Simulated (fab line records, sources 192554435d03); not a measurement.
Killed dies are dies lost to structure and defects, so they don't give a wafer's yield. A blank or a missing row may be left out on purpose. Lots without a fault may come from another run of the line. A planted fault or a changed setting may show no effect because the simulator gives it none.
fab line records | flow n5_finfet
record lots=8 wafers=23 last_day=19
route steps=1938 shown BEOL_M11@1578 BEOL_M15@1830 PASSIVATION@1936
lots that met no fault: from a run of the same line without faults
start_h: hours from the record's first day to the start of the lot's first wafer shown | wait_h: hours since the lot's step before | " the same as in the row above | L1.1+2: a row that stands for several wafers | - no value, or no start given | * or withheld: withheld | < > ~ a bound
route shown NAME@n: a module of which the file shows steps, and the number in the route of the first | usual: mean/standard deviation of fault-free wafers | same: alike in all rows | chamber/n: place in a boat | sites: the reading at each site | _std_site: their standard deviation | _edge_site: outer sites' mean less inner sites' | radius_mm: how far each site lies from the wafer's centre | mask NAME#n: copy n | behind: the tool/chamber that last shaped the wafer | hold: why the lot was held/for how many hours/how that ended | device: the transistor (n, p or np) that didn't switch | end of line: the same wafers' tests at the end of the route | a step without rows: its recipe alone | killed: dies lost to structure and defects at the first sort, not the wafer's yield | map: a wafer's dies, x killed, . not, _ none there
set.NAME: the setting as run; set.NAME@STEP: as run at that earlier step | model.NAME: the simulator's own value behind a step, which no gauge read
steps of the route over a sample of lots; a table a step, a row a wafer
services: from which hour (start_h, from the record's first day; less than 0 if before it) a tool's chamber was out of use, for how many hours, and why
## steps
# step N5_BEOL_M11_TRENCH_ETCH_37
# recipe chemistry=C4F6/O2 target_depth_a=1488.3 target=SiCOH_lowk time_s=48 ion_energy_ev=250 pressure_mtorr=30 source_w=345 bias_w=185 Ar_flow_sccm=300 C4F6_flow_sccm=10 O2_flow_sccm=10
# usual bias_w=185.0/0.55 drypump_motor_current_A=5.9/0.49 oes_f_703_au=0.75/0.066 oes_o_777_au=0.75/0.068 oes_product_au=0.75/0.076 rf_vpp_V=668/10 showerhead_plenum_p_Torr=2.84/0.094 throttle_valve_pct=21.0/0.31
# columns lot.wafer tool chamber start_h wait_h bias_w drypump_motor_current_A oes_f_703_au oes_o_777_au oes_product_au rf_hours_counter_h rf_vpp_V showerhead_plenum_p_Torr throttle_valve_pct
L267.3 rie_diel-01 1 - - 184.6 6.3 0.68 0.67 0.69 213 670 2.71 21.2
L267.5 " 3 " " 184.7 6.2 0.77 0.76 0.75 - 664 2.95 20.8
L267.6 " 2 " " 185.0 5.7 0.76 0.74 0.74 - 649 2.96 21.2
L268.2 rie_diel-01 0 - - 185.2 6.1 0.84 0.85 0.88 26 681 2.79 20.5
L268.3 " 1 " " 185.3 6.3 0.67 0.67 0.69 216 671 2.71 21.2
L268.5 " 1 " " 185.3 6.3 0.68 0.67 0.69 - 668 2.71 21.2
L274.1 rie_diel-04 2 - - 185.9 5.3 0.87 0.86 0.89 31 665 2.80 20.9
L274.2 " 3 " " 184.8 6.0 0.69 0.68 0.71 205 680 2.83 21.2
L274.5 " 3 " " 183.8 6.0 0.69 0.67 0.72 - 680 2.83 21.2
L278.3 rie_diel-03 3 - - 185.5 6.4 0.84 0.83 0.81 112 667 2.75 20.9
L278.6 " 1 " " 185.3 6.1 0.69 0.70 0.68 - 684 2.92 21.1
L279.1 rie_diel-01 0 - - 185.7 6.1 0.80 0.80 0.84 47 680 2.78 20.5
L279.3 " 2 " " 185.9 5.7 0.74 0.72 0.71 215 649 2.94 21.3
L279.5 " 0 " " 185.6 6.1 0.80 0.80 0.84 - 681 2.78 20.5
L286.1 rie_diel-04 1 - - 184.9 6.0 0.73 0.74 0.73 181 668 2.71 21.3
L286.3 " 2 " " 183.7 5.2 0.83 0.82 0.85 59 666 2.79 20.9
L286.5 " 1 " " 184.9 6.1 0.73 0.74 0.74 - 668 2.71 21.3
L290.1 rie_diel-01 2 - - 185.8 5.7 0.72 0.70 0.70 236 648 2.93 21.3
L290.3 " 1 " " 184.9 6.2 0.96 0.94 0.99 1 680 3.04 20.8
L290.6 " 0 " " 184.9 6.1 0.78 0.79 0.82 - 682 2.77 20.6
L289.1 rie_diel-04 0 - - 184.0 5.9 0.88 0.86 0.92 21 680 2.93 20.5
L289.3 " 1 " " 184.6 6.1 0.73 0.73 0.72 190 667 2.71 21.3
L289.4 " 2 " " 185.9 5.3 0.82 0.81 0.83 68 665 2.79 20.9
# step N5_BEOL_M11_CURE_72
# recipe temp_c=370 time_s=120 ambient=DMADMS/He material=SiCOH_lowk
# usual lamp_power_pct=52.31/0.056 wafer_temp_C_max=371.7/0.66
# columns lot.wafer tool chamber start_h wait_h lamp_power_pct wafer_temp_C_max
L267.3 uv_cure-03 0 263.20 0.4 52.24 371.5
L267.5 " 0 " " 52.31 371.9
L267.6 " 0 " " 52.38 372.0
L268.2 uv_cure-02 2 271.17 0.1 52.27 371.4
L268.3 " 2 " " 52.34 371.0
L268.5 " 2 " " 52.35 371.2
L274.1 uv_cure-01 1 300.57 0.0 52.38 372.6
L274.2 " 1 " " 52.33 372.6
L274.5 " 1 " " 52.37 373.5
L278.3 uv_cure-03 1 335.64 0.1 52.40 371.5
L278.6 " 1 " " 52.38 371.2
L279.1 uv_cure-03 0 341.96 0.0 52.39 371.4
L279.3 " 0 " " 52.22 371.2
L279.5 " 0 " " 52.33 371.9
L286.1 uv_cure-02 0 384.43 0.0 52.30 371.5
L286.3 " 0 " " 52.36 371.1
L286.5 " 0 " " 52.37 371.4
L290.1 uv_cure-02 1 411.06 0.1 52.25 370.8
L290.3 " 1 " " 52.31 371.4
L290.6 " 1 " " 52.41 371.0
L289.1 uv_cure-02 1 413.42 0.0 52.28 371.2
L289.3 " 1 " " 52.31 371.1
L289.4 " 1 " " 52.11 370.9
# step N5_BEOL_M11_ALD_74
# recipe material=TaN target_thk_a=20 temp_c=275 ald_precursor_family=PDMAT ald_co_reactant=NH3 pressure_torr=3 carrier_flow_sccm=1500 pulse_time_s=2 purge_time_s=3 co_reactant_purge_time_s=2 co_reactant_pulse_time_s=3 ald_cycles=40 precursor_vessel_temp_c=75 precursor_vessel_pressure_torr=26.25 precursor_vessel_carrier_sccm=1000
# usual ald_cycles=40/0 heater_power_w=394/35 precursor_vessel_pressure_torr=26.24/0.054
# columns lot.wafer tool chamber start_h wait_h ald_cycles heater_power_w precursor_vessel_pressure_torr
L267.3 ald_metal-01 1 263.78 0.1 40 314 26.17
L267.5 " 3 " " 40 401 26.16
L267.6 " 0 " " 40 380 26.19
L268.2 ald_metal-01 0 271.61 0.0 40 381 26.17
L268.3 " 3 " " 40 396 26.21
L268.5 " 0 " " 40 390 26.24
L274.1 ald_metal-02 0 301.54 0.3 40 446 26.21
L274.2 " 1 " " 40 409 26.24
L274.5 " 3 " " 40 363 26.19
L278.3 ald_metal-01 3 336.25 0.1 40 398 26.24
L278.6 " 0 " " 29 384 26.25
L279.1 ald_metal-01 3 342.47 0.1 40 404 26.15
L279.3 " 0 " " 40 377 26.22
L279.5 " 0 " " 29 382 26.28
L286.1 ald_metal-02 0 385.44 0.1 40 439 26.27
L286.3 " 3 " " 40 377 26.22
L286.5 " 3 " " 40 367 26.25
L290.1 ald_metal-02 1 411.81 0.1 40 410 26.31
L290.3 " 2 " " 40 350 26.19
L290.6 " 1 " " 40 406 26.32
L289.1 ald_metal-04 2 414.92 0.2 40 406 26.22
L289.3 " 0 " " 40 410 26.29
L289.4 " 1 " " 40 381 26.17
# step N5_BEOL_M11_THK_MEAS_53
# recipe thk_meas_gauge=xrf reads=Cu_of_BEOL_M11_ECD_50
# usual M11_THK=138/3.5
# columns lot.wafer tool chamber start_h wait_h M11_THK[nm]
L267.3 film_metro-01 - 265.69 - 139
L267.5 " - " " 143
L267.6 " - " " 136
L268.2 film_metro-02 - 273.04 - 139
L268.3 " - " " 138
L268.5 " - " " 135
L274.1 film_metro-01 - 304.44 - 143
L274.2 " - " " 138
L274.5 " - " " 139
L278.3 film_metro-01 - 338.93 - 143
L278.6 " - " " 133
L279.1 film_metro-02 - 343.99 - 137
L279.3 " - " " 135
L279.5 " - " " 137
L286.1 film_metro-01 - 387.20 - 134
L286.3 " - " " 140
L286.5 " - " " 137
L290.1 film_metro-02 - 413.83 - 136
L290.3 " - " " 141
L290.6 " - " " 139
L289.1 film_metro-02 - 416.53 - 140
L289.3 " - " " 133
L289.4 " - " " 139
# step N5_BEOL_M15_RC_MEAS_101
# usual COMB_M10=1.47e-11/2.9e-12 COMB_M11=1.5e-11/3.1e-12 COMB_M12=6.5e-12/1.3e-12 COMB_M13=4.9e-12/1.1e-12 COMB_M14=3.6e-12/8.2e-13 COMB_M15=2.7e-12/6.3e-13 COMB_M5=3.6e-11/7.7e-12 COMB_M6=2.6e-11/5.4e-12 COMB_M7=2.6e-11/5.6e-12 COMB_M8=2.5e-11/4.9e-12 COMB_M9=1.4e-11/3.1e-12 SERP_M10=3.10/0.093 SERP_M10_max_site=3.19/0.097 SERP_M11=3.10/0.097 SERP_M12=0.629/0.018 SERP_M13=0.314/0.0072 SERP_M14=0.160/0.0037 SERP_M5=38.1/1.8 SERP_M6=14.0/0.5 SERP_M7=13.9/0.6 SERP_M8=13.8/0.57 SERP_M9=3.09/0.09
# columns lot.wafer tool chamber start_h wait_h COMB_M10[S/m] COMB_M11[S/m] COMB_M12[S/m] COMB_M13[S/m] COMB_M14[S/m] COMB_M15[S/m] COMB_M5[S/m] COMB_M6[S/m] COMB_M7[S/m] COMB_M8[S/m] COMB_M9[S/m] SERP_M10[ohm/um] SERP_M10_max_site[ohm/um] SERP_M11[ohm/um] SERP_M12[ohm/um] SERP_M13[ohm/um] SERP_M14[ohm/um] SERP_M5[ohm/um] SERP_M6[ohm/um] SERP_M7[ohm/um] SERP_M8[ohm/um] SERP_M9[ohm/um]
L267.3 prober-01 0 290.59 0.3 1.28e-11 1.6e-11 6.9e-12 5.8e-12 4.7e-12 3.9e-12 4.9e-11 3.4e-11 2.3e-11 2.6e-11 1.3e-11 3.16 3.21 3.22 0.611 0.314 0.164 38.2 13.7 13.0 13.8 3.10
L267.5 " 0 " " 1.28e-11 1.7e-11 7.5e-12 5.2e-12 5e-12 2.5e-12 3.4e-11 2.4e-11 2.4e-11 2.4e-11 1e-11 3.14 3.18 3.04 0.655 0.307 0.158 37.2 14.5 12.7 14.0 3.09
L267.6 " 0 " " 1.64e-11 1.8e-11 5.1e-12 6.8e-12 4.2e-12 3.5e-12 3.2e-11 3.1e-11 1.9e-11 3.1e-11 1.6e-11 3.22 3.29 3.28 0.635 0.303 0.161 36.5 14.3 13.2 13.0 3.11
L268.2 prober-01 0 299.01 0.2 1.93e-11 1.5e-11 7.6e-12 5.5e-12 3.5e-12 3.5e-12 3.5e-11 2.8e-11 3.4e-11 2.4e-11 1.8e-11 3.09 3.14 3.10 0.648 0.311 0.163 37.7 14.3 13.8 13.7 3.17
L268.3 " 0 " " 1.47e-11 1.8e-11 5e-12 6.4e-12 3.7e-12 4.2e-12 5.4e-11 2.8e-11 3.4e-11 2.8e-11 1.9e-11 3.00 3.03 3.15 0.629 0.320 0.158 39.5 13.6 13.7 14.6 3.06
L268.5 " 0 " " 1.61e-11 1.5e-11 8.2e-12 5.4e-12 3.5e-12 2.9e-12 4.1e-11 2.8e-11 2.9e-11 1.6e-11 1.6e-11 3.00 3.12 3.16 0.659 0.305 0.161 38.7 14.2 13.1 15.1 3.11
L274.1 prober-01 0 328.09 0.0 1.54e-11 1.1e-11 6e-12 5.3e-12 3.8e-12 3.1e-12 2.9e-11 2.2e-11 2.8e-11 2.4e-11 1.4e-11 3.18 3.25 3.00 0.627 0.304 0.161 40.0 14.2 13.2 14.4 3.22
L274.2 " 0 " " 1.53e-11 1.6e-11 7.1e-12 5.7e-12 3.4e-12 2.8e-12 3e-11 1.8e-11 2.3e-11 2.9e-11 1.5e-11 3.26 3.28 3.11 0.605 0.309 0.161 38.5 13.5 14.0 13.4 3.30
L274.5 " 0 " " 1.29e-11 1.1e-11 6.3e-12 4e-12 3.2e-12 3.6e-12 4.5e-11 2.3e-11 2.6e-11 3.1e-11 1.3e-11 3.20 3.33 3.15 0.619 0.312 0.168 40.0 14.1 13.8 14.9 3.17
L278.3 prober-01 0 363.05 0.3 1.35e-11 1.3e-11 9.7e-12 4.1e-12 4.3e-12 3.5e-12 4e-11 2.7e-11 1.9e-11 2e-11 1.3e-11 3.04 3.10 2.99 0.620 0.320 0.156 36.6 14.0 14.1 14.2 3.13
L278.6 " 0 " " 1.4e-11 2.8e-11 7.9e-12 6.8e-12 3.2e-12 3.2e-12 3.7e-11 3.5e-11 2.5e-11 2.2e-11 1.8e-11 3.08 3.12 3.20 0.624 0.323 0.157 38.6 14.0 14.0 14.2 2.99
L279.1 prober-02 0 367.43 0.0 1.53e-11 1e-11 6e-12 4e-12 2.9e-12 2.2e-12 3.2e-11 3e-11 2.5e-11 2.4e-11 1.2e-11 3.13 3.19 3.15 0.604 0.317 0.166 34.6 13.2 14.2 14.3 3.03
L279.3 " 0 " " 1.98e-11 1e-11 5.9e-12 5.8e-12 4.3e-12 2.2e-12 2.8e-11 2.4e-11 1.6e-11 2.6e-11 1.4e-11 3.04 3.10 3.18 0.640 0.303 0.160 38.9 13.5 14.1 12.9 3.28
L279.5 " 0 " " 2.26e-11 2e-11 6.2e-12 4.7e-12 4.1e-12 1.8e-12 3.1e-11 2.5e-11 2.1e-11 1.9e-11 1.3e-11 3.00 3.13 3.06 0.613 0.303 0.167 34.7 13.8 14.4 14.2 3.16
L286.1 prober-01 0 412.73 0.0 1.78e-11 1.9e-11 6.3e-12 5.6e-12 3e-12 1.9e-12 3.9e-11 3.2e-11 2.9e-11 2.4e-11 1.2e-11 2.98 3.05 3.13 0.648 0.316 0.157 39.1 13.4 14.8 14.6 3.24
L286.3 " 0 " " 1.75e-11 1.8e-11 6.4e-12 6.9e-12 2.9e-12 3.1e-12 5.1e-11 2.4e-11 2.9e-11 2.3e-11 1.5e-11 2.94 3.14 3.00 0.609 0.304 0.159 42.0 13.0 13.8 14.5 3.14
L286.5 " 0 " " 1.69e-11 1.7e-11 7.3e-12 4.8e-12 3.6e-12 3.1e-12 2.9e-11 2.5e-11 3.1e-11 2.2e-11 1.4e-11 2.96 3.20 3.11 0.593 0.307 0.153 39.2 14.2 14.0 13.9 2.94
L290.1 prober-01 0 434.54 0.0 1.93e-11 1.5e-11 5.7e-12 6.4e-12 4.8e-12 3.4e-12 3.3e-11 2.1e-11 2.6e-11 2.2e-11 1.2e-11 3.13 3.22 3.19 0.643 0.314 0.161 38.7 14.5 13.6 14.3 3.14
L290.3 " 0 " " 1.66e-11 1.6e-11 9.5e-12 4.5e-12 3.4e-12 3.4e-12 2.8e-11 2.7e-11 2.5e-11 2.5e-11 1.5e-11 3.11 3.18 3.16 0.642 0.317 0.163 38.0 14.1 13.9 14.5 3.04
L290.6 " 0 " " 1.7e-11 1.9e-11 7.1e-12 5.9e-12 5.9e-12 3.1e-12 5.1e-11 2e-11 3e-11 2.1e-11 1.6e-11 2.95 3.09 3.16 0.614 0.306 0.160 36.7 14.3 14.1 14.0 3.14
L289.1 prober-02 0 443.02 0.0 1.59e-11 1e-11 6.5e-12 2.9e-12 3.3e-12 1.4e-12 3.1e-11 1.7e-11 2.7e-11 2.8e-11 1.1e-11 3.18 3.24 3.00 0.656 0.322 0.155 38.3 14.2 13.2 14.0 3.17
L289.3 " 0 " " 1.02e-11 1.9e-11 6e-12 4.5e-12 2.9e-12 2.1e-12 3e-11 2.5e-11 2.5e-11 2e-11 1.5e-11 2.98 3.18 3.15 0.608 0.316 0.161 38.3 14.3 14.4 13.0 3.03
L289.4 " 0 " " 1.1e-11 2e-11 6.7e-12 2.1e-12 3.8e-12 1.4e-12 3.3e-11 1.9e-11 2.9e-11 2.3e-11 1.5e-11 3.29 3.41 3.04 0.602 0.304 0.162 35.4 14.2 13.9 14.2 3.15
# sites COMB_M11 radius_mm=0,75,75,75,75,140,140,140,140
L267.3 1.7e-11 1.6e-11 1e-11 1.8e-11 1.7e-11 2e-11 1.5e-11 1e-11 1.3e-11
L268.2 1.6e-11 1.6e-11 1.6e-11 1.1e-11 1.4e-11 1.2e-11 1.3e-11 1.5e-11 1.5e-11
L274.1 1e-11 1.4e-11 1.5e-11 1.1e-11 1.3e-11 1.1e-11 7e-12 1.1e-11 1.3e-11
L278.3 1.4e-11 1.3e-11 1.2e-11 1.8e-11 1.2e-11 2.1e-11 1.3e-11 1.1e-11 9e-12
L279.1 9e-12 1e-11 1.2e-11 8e-12 1.1e-11 8e-12 1.4e-11 9e-12 1.1e-11
L286.1 3.6e-11 2.3e-11 1.9e-11 2.1e-11 1.3e-11 1.3e-11 1.9e-11 1.4e-11 2e-11
L290.1 1.6e-11 1.4e-11 1.7e-11 2e-11 1.4e-11 1.9e-11 1.4e-11 1.5e-11 1.1e-11
L289.1 1e-11 1.3e-11 8e-12 1e-11 1.1e-11 1.1e-11 8e-12 8e-12 1.5e-11
# step N5_PASSIVATION_PROBE_49
# usual defect_limited_yield=91.6/1.4 killed_at_M0_to_M3=33/10 killed_at_M4_up=13/5.3 killed_at_contacts=13/5.9 killed_at_front_end=36/12 killed_at_other=4/3.1 killed_dies=99/16 killed_open=65/13 killed_short=32/7.3 sort_bin_4_leakage=0/0 sort_bin_5_function=4.9/0.9 sort_bin_6_memory=3.1/0.66 sort_bin_8_speed=0.0/0.42 sort_n_pass=1081/17 sort_yield_pct=91.6/1.4
# same gross_dies=1180 killed_at_back_side=0
# columns lot.wafer tool chamber start_h wait_h defect_limited_yield[%] killed_at_M0_to_M3 killed_at_M4_up killed_at_contacts killed_at_front_end killed_at_other killed_dies killed_open killed_short sort_bin_4_leakage[%] sort_bin_5_function[%] sort_bin_6_memory[%] sort_bin_8_speed[%] sort_n_pass sort_yield_pct[%]
L267.3 prober-01 - 306.14 0.1 92.6 44 1 10 30 2 87 54 32 0 4.7 2.5 0 1093 92.6
L267.5 prober-01 - 306.24 0.2 91.9 47 10 7 32 0 96 54 39 0 4.6 3.1 0 1084 91.9
L267.6 prober-01 - 306.29 0.3 92.3 37 11 9 32 2 91 52 37 0 4.5 2.8 0 1089 92.3
L268.2 prober-01 - 312.29 0.1 90.9 46 6 8 41 6 107 80 27 0 5.5 3.2 0 1073 90.9
L268.3 prober-01 - 312.34 0.1 91.4 40 13 9 32 7 101 67 28 0 5.2 2.7 0 1079 91.4
L268.5 prober-01 - 312.44 0.2 92.2 26 11 9 43 3 92 50 34 0 4.6 2.2 0 1088 92.2
L274.1 prober-01 - 341.40 0.0 91.7 31 13 9 42 3 98 64 33 0 5.5 2.4 0 1082 91.7
L274.2 prober-01 - 341.45 0.1 90.8 28 8 14 40 18 108 69 36 0 6.0 3.1 0 1072 90.8
L274.5 prober-01 - 341.60 0.2 91.1 32 17 19 36 1 105 74 30 0 5.5 3.2 0 1075 91.1
L278.3 prober-02 - 379.49 0.1 89.3 30 6 8 80 2 126 76 34 0 5.3 3.6 0 1054 89.3
L278.6 prober-02 - 379.64 0.3 90.5 32 11 8 52 9 112 80 31 0 5.7 3.6 0 1068 90.5
L279.1 prober-02 - 385.20 0.0 91.0 28 16 11 49 2 106 73 33 0 5.0 3.6 0 1074 91.0
L279.3 prober-02 - 385.30 0.1 91.4 24 18 13 43 3 101 66 29 0 5.5 2.4 0 1079 91.4
L279.5 prober-02 - 385.40 0.2 92.0 33 8 10 41 2 94 56 36 0.08 4.9 2.9 0 1086 92.0
L286.1 prober-02 - 428.78 0.0 90.0 36 21 13 37 11 118 77 38 0 5.8 3.6 0 1062 90.0
L286.3 prober-02 - 428.88 0.1 91.7 23 14 11 48 2 98 62 33 0 5.3 2.5 0 1082 91.7
L286.5 prober-02 - 428.98 0.2 91.1 26 16 12 50 1 105 52 51 0 4.8 3.5 0 1075 91.1
L290.1 prober-01 - 447.76 0.0 91.5 34 10 18 26 12 100 68 31 0 5.5 2.7 0 1080 91.5
L290.3 prober-01 - 447.86 0.1 92.5 41 12 14 20 2 89 65 24 0 5.0 2.0 4.9 1033 87.5
L290.6 prober-01 - 448.01 0.3 90.8 42 13 21 32 0 108 76 29 0 5.0 4.0 0 1072 90.8
L289.1 prober-01 - 459.06 0.0 92.5 30 13 14 23 8 88 55 33 0 3.8 3.6 0 1092 92.5
L289.3 prober-01 - 459.16 0.1 92.3 31 5 16 27 12 91 69 22 0 4.1 3.4 0 1089 92.3
L289.4 prober-01 - 459.21 0.2 91.5 36 9 20 28 7 100 63 36 0 4.8 3.4 0 1080 91.5
# killed by level:class
L267.3 BEOL_M0_SAQP:geometric_particle:short=14 BEOL_M0_SAQP:geometric_particle:open=11 MOL_CONTACT_COAG:geometric_particle:open=7 FIN_SAQP:geometric_particle:short=6 STARTING-WAFER:geometric_particle:open=5 STI_FIN_REVEAL:geometric_particle:open=5 BEOL_M0:geometric_particle:open=5 BEOL_M1:geometric_particle:open=5
L267.5 BEOL_M0_SAQP:geometric_particle:short=14 BEOL_M2:geometric_particle:open=11 BEOL_M0_SAQP:geometric_particle:open=10 FIN_SAQP:geometric_particle:short=7 STI_FIN_REVEAL:geometric_particle:open=6 BEOL_M1:geometric_particle:short=5 FIN_SAQP:geometric_particle:open=4 BEOL_M1:geometric_particle:open=4
L267.6 FIN_SAQP:geometric_particle:short=8 BEOL_M0_SAQP:geometric_particle:short=8 MOL_CONTACT_COAG:geometric_particle:open=7 STI_FIN_REVEAL:geometric_particle:open=5 GATE_CUT:geometric_particle:short=5 BEOL_M0:geometric_particle:open=5 BEOL_M1:geometric_particle:open=5 BEOL_M3:geometric_particle:open=5
L268.2 BEOL_M0_SAQP:geometric_particle:open=11 STI_FIN_REVEAL:geometric_particle:open=10 BEOL_M1:geometric_particle:open=10 DUMMY_GATE:geometric_particle:open=8 MOL_CONTACT_COAG:geometric_particle:open=8 BEOL_M3:geometric_particle:open=8 FIN_SAQP:geometric_particle:open=7 BEOL_M0_SAQP:geometric_particle:short=7
L268.3 BEOL_M2:geometric_particle:open=12 MOL_CONTACT_COAG:geometric_particle:open=8 FIN_SAQP:geometric_particle:open=7 BEOL_M0_SAQP:geometric_particle:open=7 BEOL_M4:geometric_particle:open=6 HKMG_FIN:area_etch=6 BEOL_M1:geometric_particle:open=4 BEOL_M2:geometric_particle:short=4
L268.5 FIN_SAQP:geometric_particle:short=9 BEOL_M0_SAQP:geometric_particle:short=8 MOL_CONTACT_COAG:geometric_particle:open=7 HKMG_FIN:area_etch=7 FIN_SAQP:geometric_particle:open=6 BEOL_M2:geometric_particle:open=6 BEOL_M0_SAQP:geometric_particle:open=5 STARTING-WAFER:geometric_particle:open=5
L274.1 BEOL_M3:geometric_particle:open=15 STI_FIN_REVEAL:geometric_particle:open=13 FIN_SAQP:geometric_particle:open=10 FIN_SAQP:geometric_particle:short=8 GATE_CUT:geometric_particle:short=5 MOL_CONTACT_COAG:geometric_particle:open=5 MOL_CONTACT_COAG:geometric_particle:short=4 BEOL_M0_SAQP:geometric_particle:short=4
L274.2 FIN_SAQP:geometric_particle:open=16 MOL_CONTACT_COAG:geometric_particle:open=9 BEOL_M0_SAQP:geometric_particle:open=9 STI_FIN_REVEAL:geometric_particle:open=8 PASS1_CAP:geometric_particle:open=6 MIM_BOT:geometric_particle:short=5 PASS1_CAP:geometric_particle:short=5 FIN_SAQP:geometric_particle:short=4
L274.5 MOL_CONTACT_COAG:geometric_particle:open=14 FIN_SAQP:geometric_particle:open=10 BEOL_M0_SAQP:geometric_particle:open=6 STI_FIN_REVEAL:geometric_particle:open=5 GATE_CUT:geometric_particle:open=5 MOL_CONTACT_COAG:geometric_particle:short=5 BEOL_M1:geometric_particle:open=5 BEOL_M4:geometric_particle:open=5
L278.3 FIN_SAQP:geometric_particle:open=22 STI_FIN_REVEAL:geometric_particle:open=17 HKMG_FIN:area_etch=15 FIN_SAQP:geometric_particle:short=14 BEOL_M3:geometric_particle:open=7 BEOL_M0_SAQP:geometric_particle:open=5 BEOL_M1:geometric_particle:open=4 STARTING-WAFER:geometric_particle:open=4
L278.6 FIN_SAQP:geometric_particle:open=20 FIN_SAQP:geometric_particle:short=12 STI_FIN_REVEAL:geometric_particle:open=7 MOL_CONTACT_COAG:geometric_particle:open=7 BEOL_M2:geometric_particle:open=6 BEOL_M1:geometric_particle:open=5 BEOL_M3:geometric_particle:open=5 MIM_TOP_ETCH:geometric_particle:open=5
L279.1 FIN_SAQP:geometric_particle:open=21 BEOL_M2:geometric_particle:open=9 MOL_CONTACT_COAG:geometric_particle:open=7 DUMMY_GATE:geometric_particle:open=7 FIN_SAQP:geometric_particle:short=6 BEOL_M0_SAQP:geometric_particle:open=6 BEOL_M0_SAQP:geometric_particle:short=6 BEOL_M4:geometric_particle:open=6
L279.3 FIN_SAQP:geometric_particle:open=13 MOL_CONTACT_COAG:geometric_particle:open=10 BEOL_M0_SAQP:geometric_particle:open=7 BEOL_M4:geometric_particle:open=7 HKMG_FIN:area_etch=6 DUMMY_GATE:geometric_particle:open=5 BEOL_M0_SAQP:geometric_particle:short=5 BEOL_M7:geometric_particle:open=4
L279.5 FIN_SAQP:geometric_particle:short=9 FIN_SAQP:geometric_particle:open=9 BEOL_M0_SAQP:geometric_particle:short=9 MOL_CONTACT_COAG:geometric_particle:open=8 BEOL_M2:geometric_particle:open=8 GATE_CUT:geometric_particle:short=6 STARTING-WAFER:geometric_particle:open=6 BEOL_M0_SAQP:geometric_particle:open=5
L286.1 FIN_SAQP:geometric_particle:short=10 MOL_CONTACT_COAG:geometric_particle:open=10 BEOL_M0_SAQP:geometric_particle:open=10 BEOL_M4:geometric_particle:open=8 STI_FIN_REVEAL:geometric_particle:open=6 BEOL_M2:geometric_particle:open=6 BEOL_M0:geometric_particle:open=4 ILD0:geometric_particle:short=4
L286.3 FIN_SAQP:geometric_particle:open=9 FIN_SAQP:geometric_particle:short=8 DUMMY_GATE:geometric_particle:open=8 ILD0:geometric_particle:short=7 BEOL_M4:geometric_particle:open=7 MOL_CONTACT_COAG:geometric_particle:open=6 BEOL_M0_SAQP:geometric_particle:open=6 MOL_CONTACT_COAG:geometric_particle:short=5
L286.5 FIN_SAQP:geometric_particle:short=17 STI_FIN_REVEAL:geometric_particle:open=8 BEOL_M0_SAQP:geometric_particle:short=8 MOL_CONTACT_COAG:geometric_particle:open=7 DUMMY_GATE:geometric_particle:open=6 BEOL_M2:geometric_particle:short=6 BEOL_M4:geometric_particle:open=5 ILD0:geometric_particle:short=4
L290.1 MOL_CONTACT_COAG:geometric_particle:open=15 BEOL_M1:geometric_particle:open=8 STI_FIN_REVEAL:geometric_particle:open=7 GATE_CUT:geometric_particle:short=7 BEOL_M0_SAQP:geometric_particle:short=6 BEOL_M2:geometric_particle:open=6 BEOL_M3:geometric_particle:open=5 FIN_SAQP:geometric_particle:short=4
L290.3 MOL_CONTACT_COAG:geometric_particle:open=12 BEOL_M1:geometric_particle:open=10 BEOL_M0_SAQP:geometric_particle:open=9 BEOL_M2:geometric_particle:open=8 BEOL_M0_SAQP:geometric_particle:short=7 BEOL_M4:geometric_particle:open=6 GATE_CUT:geometric_particle:short=6 GATE_CUT:geometric_particle:open=5
L290.6 MOL_CONTACT_COAG:geometric_particle:open=17 BEOL_M1:geometric_particle:open=10 BEOL_M2:geometric_particle:open=9 FIN_SAQP:geometric_particle:open=6 DUMMY_GATE:geometric_particle:open=6 BEOL_M0:geometric_particle:open=6 BEOL_M0_SAQP:geometric_particle:short=5 BEOL_M4:geometric_particle:open=5
L289.1 MOL_CONTACT_COAG:geometric_particle:open=12 BEOL_M0_SAQP:geometric_particle:short=7 BEOL_M4:geometric_particle:open=6 BEOL_M0_SAQP:geometric_particle:open=4 BEOL_M2:geometric_particle:short=4 BEOL_M3:geometric_particle:open=4 FIN_SAQP:geometric_particle:open=3 GATE_CUT:geometric_particle:short=3
L289.3 MOL_CONTACT_COAG:geometric_particle:open=15 FIN_SAQP:geometric_particle:open=9 BEOL_M0_SAQP:geometric_particle:open=8 STI_FIN_REVEAL:geometric_particle:open=7 BEOL_M1:geometric_particle:open=6 BEOL_M2:geometric_particle:open=5 FIN_SAQP:geometric_particle:short=4 BEOL_M0_SAQP:geometric_particle:short=4
L289.4 BEOL_M3:geometric_particle:open=17 MOL_CONTACT_COAG:geometric_particle:open=16 FIN_SAQP:geometric_particle:short=6 BEOL_M3:geometric_particle:short=5 BEOL_M2:geometric_particle:open=5 MOL_CONTACT_COAG:geometric_particle:short=4 BEOL_M0_SAQP:geometric_particle:open=4 STI_FIN_REVEAL:geometric_particle:short=3
## services
# columns tool chamber start_h hours kind
ald_metal-01 3 243.53 3.2 repair
ald_metal-02 3 248.53 27.0 repair
uv_cure-02 - 260.18 6.9 repair
rie_diel-01 3 288.09 4.2 repair
ald_metal-04 - 310.95 8.7 pm
ald_metal-01 1 314.91 2.5 repair
ald_metal-01 1 327.97 27.9 repair
uv_cure-01 - 329.99 7.1 pm
ald_metal-04 - 337.25 14.0 pm
uv_cure-03 - 352.18 1.0 pm
uv_cure-02 - 355.46 7.5 pm
rie_diel-04 1 360.52 12.7 repair
uv_cure-01 - 363.33 5.0 pm
uv_cure-01 - 368.33 7.5 pm
rie_diel-01 0 369.92 15.6 repair
uv_cure-02 - 382.18 0.8 repair
ald_metal-01 0 384.30 12.8 repair
rie_diel-01 3 388.99 2.6 repair
uv_cure-02 - 396.25 1.0 pm
rie_diel-01 2 401.92 6.6 repair
rie_diel-01 3 404.40 2.4 repair
ald_metal-02 - 410.39 1.0 repair
rie_diel-01 1 411.12 6.8 repair
ald_metal-01 - 413.74 2.8 pm
## key
first_sign step=N5_BEOL_M11_ALD_74 reading=ald_cycles direction=down sigmas=99+ usual=* struck=*
effect step=N5_BEOL_M15_RC_MEAS_101 reading=COMB_M11 direction=up sigmas=2.8 usual=1.5e-11 struck=2.4e-11
met_at N5_BEOL_M11_ALD_74
struck_lots L278,L279
struck_wafers L278.6,L279.5
baseline_loss step=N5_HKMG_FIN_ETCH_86 wafers=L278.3
not_acting_at N5_BEOL_M11_TRENCH_ETCH_37,N5_BEOL_M11_CURE_72,N5_BEOL_M11_THK_MEAS_53
onset_between 271.61 336.25
fault kind=process_parameter_drift tool=ald_metal-01 chamber=- onset_h=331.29 steps=N5_BEOL_M11_ALD_74 channel=ald_cycles offset=* shape=step end_h=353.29 scope=struck_wafers_only acts_in=* stated=*
# baseline_loss: these wafers lose ten dies or more at that step, a loss of the line's own and not of a fault; the sort's usual values leave them out
